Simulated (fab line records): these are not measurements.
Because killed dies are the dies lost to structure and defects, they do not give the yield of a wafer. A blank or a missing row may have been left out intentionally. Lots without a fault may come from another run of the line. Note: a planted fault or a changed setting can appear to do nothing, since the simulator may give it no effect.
Matching of chambers :: flow nandHarc :: NHARC_A_STAIRCASE_ETCH_444 on rieDiel-12: 4 sister chambers
The step etches the open film in C4F8/O2, target depth 20400 nm, time 6800 s. 7 wafers are shown with their chamber, then 7 later ones without.

WAFERS, EACH WITH ITS CHAMBER
wafer: L080.6
chamber: 0
rfVppV (V): 808
oesProductAu (a.u.): 0.955

wafer: L081.6
chamber: 3
rfVppV (V): 808
oesProductAu (a.u.): 0.943

wafer: L083.1
chamber: 0
rfVppV (V): 805
oesProductAu (a.u.): 0.927

wafer: L083.2
chamber: 2
rfVppV (V): 808
oesProductAu (a.u.): 0.935

wafer: L083.3
chamber: 3
rfVppV (V): 808
oesProductAu (a.u.): 0.926

wafer: L083.4
chamber: 1
rfVppV (V): 805
oesProductAu (a.u.): 0.952

wafer: L083.5
chamber: 1
rfVppV (V): 806
oesProductAu (a.u.): 0.947

WAFERS WITH NO CHAMBER GIVEN
wafer: L083.6
rfVppV (V): 807
oesProductAu (a.u.): 0.921

wafer: L088.1
rfVppV (V): 806
oesProductAu (a.u.): 0.952

wafer: L088.3
rfVppV (V): 809
oesProductAu (a.u.): 0.924

wafer: L088.5
rfVppV (V): 806
oesProductAu (a.u.): 0.943

wafer: L092.1
rfVppV (V): 805
oesProductAu (a.u.): 0.934

wafer: L092.4
rfVppV (V): 809
oesProductAu (a.u.): 0.936

wafer: L092.6
rfVppV (V): 805
oesProductAu (a.u.): 0.938

WHICH CHAMBER EACH ONE RAN IN
wafer: L083.6
from the rows above: can't be placed: 3 or 2 or 0 or 1
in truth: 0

wafer: L088.1
from the rows above: can't be placed: 1 or 0 or 2 or 3
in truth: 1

wafer: L088.3
from the rows above: can't be placed: 3 or 2 or 0
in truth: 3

wafer: L088.5
from the rows above: can't be placed: 0 or 1 or 2 or 3
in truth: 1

wafer: L092.1
from the rows above: can't be placed: 1 or 0 or 3 or 2
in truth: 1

wafer: L092.4
from the rows above: can't be placed: 2 or 3 or 0
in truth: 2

wafer: L092.6
from the rows above: can't be placed: 1 or 0 or 2 or 3
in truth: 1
0 of 7 placed correctly. Cannot be placed on the basis of these rows: 7; the candidates contain the true chamber in 7. Wrongly placed: 0.
How it was worked out, from the rows above alone: a wafer's distance from a chamber is the root of the sum, over the readings, of the square of ((its reading less the chamber's mean) divided by the reading's scatter). The wafer belongs to the nearest chamber; if the next one is less than 2 further off, it can't be placed. For every chamber, the mean is computed from those of its wafers that are shown. How the scatter is found: for the shown wafers, subtract from each reading the mean of its chamber, square and add these, divide the total by (wafers less chambers), then take the root.
